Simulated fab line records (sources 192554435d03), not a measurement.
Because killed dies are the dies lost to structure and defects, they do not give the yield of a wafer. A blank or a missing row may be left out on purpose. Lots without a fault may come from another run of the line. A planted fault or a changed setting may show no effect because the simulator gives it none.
A lot that was struck, set against a sound lot    flow n5-finfet    15 steps out of a route of 1938
Sound: the wafers L801.3, L801.4, L801.5. Wafers struck: L798.1, L798.3, L798.4. At the end, the cause is stated.
For every step that has rows: the tool of each side, followed by ch and its chambers, followed by its first start. Under that, the readings that differ: sound wafers    struck wafers    difference of the means    sigmas: that difference in standard deviations of wafers without a fault.
alike: a reading whose means differ by less than 2 such deviations, as well as words and numbers matching on both sides. not compared: withheld readings; readings where some wafer has no value; bounds like >300 that might hide an equal value; numbers whose values overlap and for which the record gives no deviation.
A row with sigmas, a row that says differs or no value, or rows on one side alone: a step with any of these is where the two part. Non-overlapping numbers with no deviation appear without sigmas and do not part them. A reading missing from all wafers of one side parts the sides only when that side holds two or more wafers.

first, 5 steps without rows for these wafers: N5_BEOL_M10_EBR_24; N5_BEOL_M10_SOFTBAKE_23 (time 60 s); N5_BEOL_M10_EXPOSE_25 (exposes mask V9); N5_BEOL_M10_PEB_26 (peb time 60 s); N5_BEOL_M10_DEVELOP_27 (develop time 30 s).
N5_BEOL_M10_CD_MEAS_28: the cd target is 70 nm.
  sound on cd-sem-02 ch 0, day 13 11:22; struck on cd-sem-03 ch 0, day 12 08:56
  alike: cd-nm
N5_BEOL_M10_OVL_MEAS_29:
  sound on overlay-01 ch 0, day 13 11:25; struck on overlay-02 ch 0, day 12 08:58
  alike: V9_OVL
N5_BEOL_M10_INSPECT_30: inspects for defects (brightfield).
  sound on defect-inspect-01, day 13 11:26; struck on defect-inspect-02, day 12 08:59
  alike: raw-defect-count
N5_BEOL_M10_DESCUM_33: chemistry O2, time 7.9 s.
  sound on rie-diel-05 ch 0,2, day 13 11:40; struck on rie-diel-04 ch 0,1,3, day 12 09:04
reading                          sound           struck          difference  sigmas
oes-product-au (a.u.)            0.68 0.72 0.68  0.85 0.95 0.85  +0.19       +2
showerhead-plenum-p-Torr (Torr)  1.95 1.92 1.95  2.14 2.20 2.12  +0.21       +3
  alike: drypump-motor-current-A, o2-flow-sccm, rf-fwd-power-W, rf-vpp-V, temp-c, throttle-valve-pct
  not compared: rf-hours-counter-h
N5_BEOL_M10_ETCH_65: etches SiARC in CF4, target depth 39 nm, time 65 s.
  sound on rie-diel-05 ch 0,2, day 13 11:41; struck on rie-diel-04 ch 0,1,3, day 12 09:06
reading                          sound              struck             difference  sigmas
oes-product-au (a.u.)            0.58 0.63 0.59     0.75 0.77 0.71     +0.14       +2
showerhead-plenum-p-Torr (Torr)  2.04 1.97 2.04     2.17 2.27 2.18     +0.19       +2
throttle-valve-pct (%)           15.92 16.06 15.94  15.05 15.37 15.34  -0.72       -3
  alike: drypump-motor-current-A, etch-rf-on-time-s, rf-fwd-power-W, rf-vpp-V
  not compared: rf-hours-counter-h
N5_BEOL_M10_ETCH_66: etches SOC in N2/H2, target depth 120 nm, overetch 24 nm, time 180 s.
  sound on rie-diel-05 ch 0,2, day 13 11:44; struck on rie-diel-04 ch 0,1,3, day 12 09:09
reading                          sound              struck             difference  sigmas
oes-product-au (a.u.)            0.55 0.60 0.55     0.69 0.74 0.69     +0.14       +2
rf-vpp-V (V)                     519 518 518        524 527 525        +7          +2
showerhead-plenum-p-Torr (Torr)  2.42 2.34 2.42     2.61 2.72 2.58     +0.24       +2
throttle-valve-pct (%)           18.12 18.41 18.14  17.38 17.74 17.52  -0.68       -2
  alike: drypump-motor-current-A, n2-flow-sccm, rf-fwd-power-W, temp-c
  not compared: rf-hours-counter-h
then, 1 step without rows for these wafers: N5_BEOL_M10_STRIP_69 (strips in N2/H2).
N5_BEOL_M10_VIA_ETCH_34: etches SiCOH lowk in C4F6/O2, target depth 184.5 nm, time 69.2 s.
  sound on rie-diel-05 ch 0,2, day 13 11:52; struck on rie-diel-04 ch 0,1,3, day 12 09:16
reading                          sound              struck             difference  sigmas
oes_f_703_au (a.u.)              0.67 0.78 0.68     1.18 1.12 1.05     +0.41       +5
oes_o_777_au (a.u.)              0.65 0.78 0.65     1.16 1.09 1.02     +0.40       +5
oes-product-au (a.u.)            0.69 0.75 0.68     0.91 0.96 0.89     +0.21       +3
rf-fwd-power-W (W)               340.3 342.4 341.0  426.9 424.6 425.9  +84.6       +70
rf-vpp-V (V)                     648 655 648        587 597 611        -52         -2
showerhead-plenum-p-Torr (Torr)  2.68 2.61 2.68     2.89 3.04 2.93     +0.30       +2
model.etch.depth-nm (nm)         188.8 185.5 186.6  205.3 199.4 198.9  +14.2       
  alike: drypump-motor-current-A, throttle-valve-pct
  not compared: rf-hours-counter-h, model.SOC_of_BEOL_M10_COAT_63.thk-nm
then, 2 steps without rows for these wafers: N5_BEOL_M10_STRIP_73 (strips in C4F6/O2); N5_PASSIVATION_PROBE_49.

== WHERE THEY PART ==
At N5_BEOL_M10_DESCUM_33 first; at N5_BEOL_M10_VIA_ETCH_34 last (within this record only).

WHY: what had been put in by the simulator
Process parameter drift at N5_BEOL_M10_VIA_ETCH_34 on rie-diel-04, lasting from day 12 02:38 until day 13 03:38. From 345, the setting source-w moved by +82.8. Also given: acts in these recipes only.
